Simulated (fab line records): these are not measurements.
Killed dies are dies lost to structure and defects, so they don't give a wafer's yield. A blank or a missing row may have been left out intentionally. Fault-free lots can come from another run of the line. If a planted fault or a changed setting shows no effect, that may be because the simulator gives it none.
Chamber matching | flow nand-harc | 4 sister chambers for NHARC_A_CONTACT_ETCH_92 on rie-diel-08
The step etches the open film in CH3F/O2, target depth 40 nm, time 85.7 s. 33 wafers are shown with their chamber, then 12 later ones without.

== EACH WAFER AND ITS CHAMBER ==
wafer  | chamber | drypump-motor-current-A (A) | showerhead-plenum-p-Torr (Torr) | rf-vpp-V (V)
L074.3 | 3       | 5.4                         | 2.34                            | 243.1
L074.4 | 0       | 6.8                         | 2.53                            | 245.8
L074.5 | 2       | 5.3                         | 2.37                            | 242.7
L075.1 | 2       | 5.4                         | 2.37                            | 242.4
L075.2 | 0       | 6.8                         | 2.52                            | 245.4
L075.5 | 1       | 5.7                         | 2.49                            | 245.4
L077.1 | 0       | 6.8                         | 2.52                            | 244.9
L077.4 | 2       | 5.4                         | 2.37                            | 242.3
L077.5 | 2       | 5.4                         | 2.37                            | 243.1
L079.4 | 3       | 5.4                         | 2.33                            | 242.8
L079.5 | 0       | 6.8                         | 2.52                            | 245.1
L079.6 | 3       | 5.4                         | 2.34                            | 242.3
L080.3 | 3       | 5.4                         | 2.33                            | 242.1
L080.4 | 2       | 5.4                         | 2.37                            | 243.1
L080.6 | 0       | 6.8                         | 2.52                            | 243.2
L083.1 | 1       | 5.8                         | 2.49                            | 245.3
L083.3 | 0       | 6.8                         | 2.52                            | 245.5
L083.6 | 2       | 5.4                         | 2.36                            | 243.0
L084.1 | 0       | 6.8                         | 2.52                            | 244.9
L084.2 | 1       | 5.8                         | 2.49                            | 245.6
L084.5 | 1       | 5.8                         | 2.49                            | 244.7
L085.2 | 3       | 5.4                         | 2.33                            | 242.8
L085.3 | 2       | 5.4                         | 2.36                            | 243.5
L085.6 | 1       | 5.8                         | 2.49                            | 245.6
L087.3 | 1       | 5.7                         | 2.48                            | 244.0
L087.4 | 2       | 5.3                         | 2.36                            | 242.7
L087.6 | 2       | 5.4                         | 2.36                            | 241.7
L089.1 | 0       | 6.8                         | 2.52                            | 246.2
L089.2 | 1       | 5.8                         | 2.48                            | 244.5
L089.4 | 2       | 5.4                         | 2.36                            | 243.5
L090.3 | 1       | 5.7                         | 2.48                            | 244.1
L090.4 | 2       | 5.4                         | 2.36                            | 242.9
L090.5 | 0       | 6.8                         | 2.51                            | 244.5

SIGNATURES (means of the wafers above)
reading                  | chamber 0 | chamber 1 | chamber 2 | chamber 3 | scatter within a chamber
drypump-motor-current-A  | 6.800     | 5.763     | 5.382     | 5.400     | 0.0348
showerhead-plenum-p-Torr | 2.5200    | 2.4863    | 2.3645    | 2.3340    | 0.00519
rf-vpp-V                 | 245.056   | 244.900   | 242.809   | 242.620   | 0.658
Rule: distance of a wafer from a chamber = root of the sum over the readings of ((wafer's reading minus chamber's mean) / reading's scatter) squared. If the next closest chamber is less than 2 further off than the closest, the wafer can't be placed; otherwise it belongs to the closest. The scatter is the square root of a quotient: the sum, over the shown wafers, of each reading's squared deviation from its chamber's mean, divided by wafers minus chambers.

== WAFERS MISSING THEIR CHAMBER ==
wafer  | drypump-motor-current-A (A) | showerhead-plenum-p-Torr (Torr) | rf-vpp-V (V)
L091.1 | 6.8                         | 2.51                            | 245.3
L091.4 | 5.4                         | 2.36                            | 243.3
L091.5 | 5.8                         | 2.48                            | 244.5
L093.1 | 5.4                         | 2.33                            | 242.3
L093.4 | 5.8                         | 2.48                            | 245.3
L093.5 | 6.8                         | 2.51                            | 245.0
L094.3 | 5.4                         | 2.36                            | 242.7
L094.5 | 5.8                         | 2.48                            | 245.5
L094.6 | 6.8                         | 2.51                            | 245.5
L096.1 | 5.4                         | 2.32                            | 243.0
L096.2 | 5.8                         | 2.48                            | 243.6
L096.5 | 6.8                         | 2.51                            | 245.7

== THE CHAMBER EACH PASSED THROUGH ==
wafer  | from the rows above | in truth
L091.1 | 0                   | 0
L091.4 | 2                   | 2
L091.5 | 1                   | 1
L093.1 | 3                   | 3
L093.4 | 1                   | 1
L093.5 | 0                   | 0
L094.3 | 2                   | 2
L094.5 | 1                   | 1
L094.6 | 0                   | 0
L096.1 | 3                   | 3
L096.2 | 1                   | 1
L096.5 | 0                   | 0
Correct placement for 12 of the 12. Can't be placed from these rows: 0. Placed wrongly: 0.
